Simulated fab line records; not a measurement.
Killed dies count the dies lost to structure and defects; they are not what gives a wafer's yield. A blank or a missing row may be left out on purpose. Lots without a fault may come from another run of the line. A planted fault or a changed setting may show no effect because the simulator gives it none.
fab line records | flow nand-harc
record: lots: 12 wafers: 36 last-day: 34
route steps=1302 shown A_CHANNEL_FILL_D1@517 A_DECK1_JOINT@518 A_ONON_D2@556 END@1302
lots that met no fault: taken from a fault-free run of the same line
start-h: the number of hours between the record's first day and the start of the first shown wafer of the lot | wait-h: time in hours since the lot's previous step | " the same as in the row above | L1.1+2: a single row standing in for several wafers | - no value present, or no start provided | * or withheld: withheld | < > ~ a bound
route shown NAME@n: a module of which the file shows steps, and the number in the route of the first | usual: the fault-free wafers' mean and standard deviation | same: alike in all rows | chamber/n: place in a boat | sites: each site's reading | _std_site: the standard deviation of these | _edge_site: outer sites' mean less inner sites' | radius-mm: for every site, how far away it sits from the centre of the wafer | mask NAME#n: copy n | behind: tool/chamber where the wafer was last shaped | hold: the reason the lot was held/the length of the hold in hours/how it ended | device: transistor that didn't switch, given as n, p or np | end of line: the tests these same wafers got at the end of their route | a step given without rows: its recipe and nothing more | killed: count of dies lost to structure and defects at first sort (not the wafer's yield) | map: shows each die of a wafer: x if killed, . if not, _ if none is there
set.NAME: the setting as run; set.NAME@STEP: as run at that earlier step | model.NAME: the simulator's own value behind a step, which no gauge read
route steps across a sampled set of lots; one table per step, one row per wafer
services: when a tool's chamber went out of use (start-h, in hours from the record's first day, below 0 if earlier), for how many hours, and the reason
== steps ==
step: NHARC_A_CHANNEL_FILL_D1_INSPECT_13
usual: raw-defect-count: 335/130
columns lot.wafer tool chamber start-h wait-h raw-defect-count
L257.1 defect-inspect-01 - 241.91 0.0 538
L257.3 " - " " 459
L257.6 " - " " 324
L258.1 defect-inspect-01 - 251.50 0.0 333
L258.2 " - " " 455
L258.5 " - " " 364
L259.2 defect-inspect-01 - 266.42 0.0 486
L259.3 " - " " 498
L259.5 " - " " 308
L263.1 defect-inspect-02 - 299.21 0.0 296
L263.3 " - " " 311
L263.6 " - " " 291
L270.1 defect-inspect-01 - 361.67 0.0 272
L270.3 " - " " 332
L270.6 " - " " 298
L274.3 defect-inspect-01 - 404.94 0.0 277
L274.5 " - " " 298
L274.6 " - " " 209
L273.2 defect-inspect-02 - 404.94 0.0 258
L273.3 " - " " 285
L273.4 " - " " 240
L275.3 defect-inspect-01 - 412.92 0.0 254
L275.5 " - " " 148
L275.6 " - " " 246
L276.1 defect-inspect-02 - 428.45 0.0 228
L276.3 " - " " 296
L276.6 " - " " 311
L278.2 defect-inspect-02 - 453.35 0.0 253
L278.3 " - " " 422
L278.5 " - " " 352
L279.1 defect-inspect-01 - 463.00 0.0 792
L279.2 " - " " 413
L279.3 " - " " 714
L280.2 defect-inspect-02 - 472.58 0.0 293
L280.4 " - " " 349
L280.6 " - " " 136
step: NHARC_A_DECK1_JOINT_ETCHBACK_07
recipe: target-depth-a: 1050 time-s: 26.9 hbr-flow-sccm: 150 rf-w: 350 icp-w: 350 bias-w: 60 chemistry: HBr
usual: bias-w: 60.01/0.19 drypump-motor-current-A: 6.0/0.5 he-backside-leak-sccm: 2.62/0.25 oes-product-au: 1.000/0.012 throttle-valve-pct: 23.264/0.0083
columns lot.wafer tool chamber start-h wait-h bias-w drypump-motor-current-A he-backside-leak-sccm oes-product-au rf-hours-counter-h throttle-valve-pct
L257.3 rie-si-04 0 241.98 0.1 59.91 6.2 3.02 1.001 0.40 23.252
L257.1 " 2 " " 60.21 6.7 2.81 0.989 0.54 23.272
L257.6 " 0 " " 59.98 6.2 2.97 0.994 - 23.265
L258.1 rie-si-04 1 251.56 0.1 59.74 5.4 2.38 1.005 0.54 23.252
L258.2 " 2 " " 59.95 6.7 2.77 0.989 0.56 23.257
L258.5 " 1 " " 59.66 5.4 2.34 0.994 - 23.272
L259.3 rie-si-04 0 266.48 0.1 59.98 6.2 2.99 0.985 0.53 23.252
L259.2 " 1 " " 60.09 5.4 2.50 1.003 0.62 23.262
L259.5 " 0 " " 60.06 6.2 2.96 0.982 - 23.269
L263.1 rie-si-03 3 299.28 0.1 60.11 5.2 3.03 1.002 0.46 23.272
L263.3 " 1 " " 60.21 5.7 2.27 0.989 0.62 23.264
L263.6 " 2 " " 59.69 5.3 2.34 0.985 - 23.275
L270.3 rie-si-05 3 361.73 0.1 59.86 5.8 3.01 1.014 0.38 23.267
L270.1 " 2 " " 60.53 6.0 2.56 0.991 0.31 23.260
L270.6 " 0 " " 59.77 5.8 2.54 1.009 - 23.270
L274.3 rie-si-04 3 405.00 0.1 60.14 6.6 2.64 0.989 0.24 23.280
L274.5 " 3 " " 60.05 6.6 2.59 0.992 - 23.257
L274.6 " 0 " " 60.00 6.2 2.89 1.017 - 23.258
L273.3 rie-si-05 0 405.01 0.1 60.40 5.8 2.51 1.002 0.67 23.254
L273.4 " 2 " " 59.87 6.0 2.41 0.995 0.54 23.270
L273.2 " 3 " " 60.24 5.8 2.99 1.017 0.63 23.264
L275.3 rie-si-05 1 413.00 0.1 59.69 6.2 2.41 1.004 0.66 23.257
L275.6 " 3 " " 60.11 5.9 3.00 1.029 - 23.271
L275.5 " 0 " " 59.95 5.7 2.56 1.008 - 23.265
L276.3 rie-si-04 0 428.54 0.1 59.93 6.2 2.88 1.024 0.43 23.253
L276.1 " 1 " " 59.78 5.4 2.38 1.028 0.48 23.267
L276.6 " 3 " " 59.49 6.6 2.70 0.993 - 23.259
L278.2 rie-si-04 2 453.42 0.1 59.81 6.7 2.99 1.010 0.69 23.265
L278.3 " 3 " " 59.98 6.6 2.66 0.994 0.61 23.265
L278.5 " 1 " " 60.04 5.4 2.33 1.034 - 23.267
L279.2 rie-si-05 0 463.06 0.1 60.19 5.7 2.49 1.003 0.99 23.265
L279.3 " 1 " " 59.93 6.2 2.57 0.997 0.90 23.264
L279.1 " 2 " " 59.85 6.0 2.53 1.005 0.90 23.263
L280.4 rie-si-04 0 472.65 0.1 60.04 6.2 2.94 0.994 0.60 23.265
L280.2 " 2 " " 60.16 6.7 2.82 0.990 0.75 23.273
L280.6 " 0 " " 60.09 6.2 2.83 0.996 - 23.250
step: NHARC_A_DECK1_JOINT_THK_MEAS_17
recipe: thk-meas-gauge: ellipsometry
usual: thk-nm: 44.7/1.3
columns lot.wafer tool chamber start-h wait-h thk-nm
L257.1 film-metro-02 - 281.62 0.3 43.0
L257.3 " - " " 44.8
L257.6 " - " " 42.9
L258.1 film-metro-01 - 290.84 0.2 44.9
L258.2 " - " " 45.7
L258.5 " - " " 44.4
L259.2 film-metro-01 - 298.80 0.3 44.6
L259.3 " - " " 42.7
L259.5 " - " " 44.4
L263.1 film-metro-02 - 337.50 0.3 42.8
L263.3 " - " " 43.8
L263.6 " - " " 46.3
L270.1 film-metro-01 - 399.01 0.2 42.3
L270.3 " - " " 44.5
L270.6 " - " " 44.3
L273.2 film-metro-02 - 438.33 0.2 43.0
L273.3 " - " " 44.7
L273.4 " - " " 42.9
L274.3 film-metro-02 - 438.36 0.2 45.6
L274.5 " - " " 45.4
L274.6 " - " " 44.7
L275.3 film-metro-01 - 450.57 0.3 45.0
L275.5 " - " " 44.9
L275.6 " - " " 45.2
L276.1 film-metro-02 - 466.62 0.3 44.1
L276.3 " - " " 43.8
L276.6 " - " " 46.1
L278.2 film-metro-01 - 485.40 0.2 45.1
L278.3 " - " " 42.8
L278.5 " - " " 44.3
L279.1 film-metro-01 - 498.23 0.2 43.5
L279.2 " - " " 43.0
L279.3 " - " " 44.5
L280.2 film-metro-02 - 513.35 0.3 44.2
L280.4 " - " " 45.5
L280.6 " - " " 43.6
step: NHARC_A_ONON_D2_DEP_16
recipe: target-thk-a: 10000 n2-flow-sccm: 2750 n2o-flow-sccm: 2000 nh3-flow-sccm: 500 sih4-flow-sccm: 210 temp-c: 400
usual: nh3-flow-sccm: 499.5/1.6
columns lot.wafer tool chamber start-h wait-h nh3-flow-sccm
L257.1 pecvd-onon-01 0 291.38 0.4 495.9
L257.3 " 0 " " 497.2
L257.6 " 0 " " 500.0
L258.1 pecvd-onon-02 0 301.63 0.4 498.7
L258.2 " 0 " " 500.2
L258.5 " 0 " " 499.8
L259.2 pecvd-onon-01 0 309.50 0.4 499.6
L259.3 " 0 " " 500.6
L259.5 " 0 " " 500.7
L263.1 pecvd-onon-02 0 347.21 0.4 499.4
L263.3 " 0 " " 497.9
L263.6 " 0 " " 498.6
L270.1 pecvd-onon-04 0 408.72 0.4 499.9
L270.3 " 0 " " 498.9
L270.6 " 0 " " 500.7
L273.2 pecvd-onon-01 0 448.78 0.4 499.2
L273.3 " 0 " " 499.2
L273.4 " 0 " " 499.0
L274.3 pecvd-onon-02 0 448.83 0.5 498.6
L274.5 " 0 " " 501.5
L274.6 " 0 " " 496.2
L275.3 pecvd-onon-02 0 460.65 0.5 499.5
L275.5 " 0 " " 500.5
L275.6 " 0 " " 499.1
L276.1 pecvd-onon-02 0 478.51 0.4 499.2
L276.3 " 0 " " 496.5
L276.6 " 0 " " 499.0
L278.2 pecvd-onon-02 0 495.54 0.4 500.4
L278.3 " 0 " " 497.4
L278.5 " 0 " " 497.9
L279.1 pecvd-onon-02 0 507.94 0.4 498.5
L279.2 " 0 " " 499.3
L279.3 " 0 " " 498.2
L280.2 pecvd-onon-02 0 521.74 0.4 500.8
L280.4 " 0 " " 499.4
L280.6 " 0 " " 497.9
step: NHARC_A_ONON_D2_THK_MEAS_18
recipe: thk-meas-gauge: ellipsometry
usual: thk-nm: 998/10
columns lot.wafer tool chamber start-h wait-h thk-nm
L257.1 film-metro-01 - 291.88 - 987
L257.3 " - " " 987
L257.6 " - " " 988
L258.1 film-metro-01 - 302.15 - 985
L258.2 " - " " 987
L258.5 " - " " 987
L259.2 film-metro-02 - 309.95 - 993
L259.3 " - " " 995
L259.5 " - " " 993
L263.1 film-metro-01 - 347.72 - 1002
L263.3 " - " " 605
L263.6 " - " " 1002
L270.1 film-metro-01 - 409.22 - 993
L270.3 " - " " 995
L270.6 " - " " 993
L274.3 film-metro-01 - 449.22 - 986
L274.5 " - " " 988
L274.6 " - " " 986
L273.2 film-metro-02 - 449.23 - 1001
L273.3 " - " " 1002
L273.4 " - " " 1002
L275.3 film-metro-01 - 461.04 - 983
L275.5 " - " " 981
L275.6 " - " " 981
L276.1 film-metro-02 - 479.02 - 979
L276.3 " - " " 979
L276.6 " - " " 978
L278.2 film-metro-01 - 495.99 - 993
L278.3 " - " " 996
L278.5 " - " " 996
L279.1 film-metro-01 - 508.46 - 994
L279.2 " - " " 998
L279.3 " - " " 996
L280.2 film-metro-01 - 522.19 - 1016
L280.4 " - " " 1017
L280.6 " - " " 1016
step: NHARC_END_SORT_01
recipe: temp-c: 25
usual: killed-at-array: 54/17 killed-at-other: 0.7/1 killed-at-periphery: 3.7/2.9 killed-dies: 58/16 killed-open: 3.2/1.9 killed-short: 2.2/1.5
same: gross-dies: 677
columns lot.wafer tool chamber start-h wait-h killed-at-array killed-at-other killed-at-periphery killed-dies killed-open killed-short
L263.1 prober-01 0 631.18 2.5 52 2 3 57 2 2
L263.3 prober-01 0 632.75 3.1 675 1 1 677 2 2
L263.6 prober-01 0 635.12 3.9 55 0 3 58 3 2
killed by level:class
L263.1 A_SLIT:chamber-film-flake=28 A_CHANNEL_HOLE_D2:chamber-film-flake=10 A_CONTACT:chamber-film-flake=4 A_WL_FILL:chamber-film-flake=3 A_CHANNEL_HOLE_D1:chamber-film-flake=2 THIN_TSV:chamber-film-flake=2 P_CONTACT:geometric-particle:short=1 P_M0:geometric-particle:short=1
L263.3 A_ONON_D2:area-dep=621 A_SLIT:chamber-film-flake=28 A_CHANNEL_HOLE_D2:chamber-film-flake=8 A_WL_FILL:chamber-film-flake=5 A_CHANNEL_HOLE_D1:chamber-film-flake=4 A_CONTACT:chamber-film-flake=3 A_ONON_D2:geometric-particle:short=1 A_WL_FILL:geometric-particle:open=1
L263.6 A_SLIT:chamber-film-flake=31 A_CHANNEL_HOLE_D2:chamber-film-flake=6 A_CHANNEL_HOLE_D1:chamber-film-flake=4 A_WL_FILL:chamber-film-flake=3 A_CONTACT:chamber-film-flake=3 P_STI:chamber-film-flake=2 A_STAIRCASE:chamber-film-flake=2 A_CHANNEL_FILL_D1:geometric-particle:open=1
== services ==
columns tool chamber start-h hours kind
rie-si-03 - 221.00 9.0 pm
pecvd-onon-01 - 269.10 13.0 pm
rie-si-05 0 276.15 3.7 repair
rie-si-05 - 305.00 9.0 pm
pecvd-onon-04 - 311.23 13.0 pm
rie-si-04 - 342.00 9.0 pm
rie-si-04 0 342.00 9.0 vent-cycle
rie-si-04 1 342.00 9.0 vent-cycle
rie-si-04 2 342.00 9.0 vent-cycle
rie-si-04 3 342.00 9.0 vent-cycle
rie-si-04 0 351.00 - clean
rie-si-03 1 354.37 15.3 repair
pecvd-onon-02 - 366.00 13.0 pm
rie-si-03 - 398.00 9.0 pm
rie-si-05 1 440.05 3.7 repair
rie-si-03 2 447.94 8.2 repair
pecvd-onon-01 - 450.19 13.0 pm
rie-si-03 1 453.38 11.0 repair
rie-si-03 - 480.10 2.0 repair
rie-si-05 - 482.00 9.0 pm
pecvd-onon-01 - 491.37 0.0 repair
pecvd-onon-04 - 492.47 13.0 pm
rie-si-04 - 519.00 9.0 pm
rie-si-05 2 519.91 36.5 repair
== key ==
first-sign: step: NHARC_A_ONON_D2_THK_MEAS_18 reading: thk-nm direction: down sigmas: 39 usual: 998 struck: 605
effect: step: NHARC_END_SORT_01 reading: killed-dies direction: up sigmas: 38 usual: 58 struck: 677
more-kills-born-at: NHARC_A_ONON_D2_DEP_16@pecvd-onon-02: 621
met-at NHARC_A_ONON_D2_DEP_16
struck-lots L263
struck-wafers L263.3
later-rows-left-out L263.3
tester-left-out L263
not-acting-at NHARC_A_CHANNEL_FILL_D1_INSPECT_13,NHARC_A_DECK1_JOINT_ETCHBACK_07,NHARC_A_DECK1_JOINT_THK_MEAS_17
onset-between 301.63 347.21
fault: kind: process-parameter-drift tool: pecvd-onon-02 chamber: - onset-h: 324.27 steps: NHARC_A_ONON_D2_DEP_16 channel: target-thk-a offset: * shape: step end-h: 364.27 scope: struck-wafers-only acts-in: * stated: *
tester-left-out: of these lots the tester's yield and bins aren't shown, on N5 and GAA mostly nor the transistor test; their killed dies are dies lost to structure and defects alone, not to doping, threshold or leakage, so they don't give the yield
later-rows-left-out: the simulator's readings of these wafers behind a module that went badly wrong aren't trusted and aren't shown, but for the sort
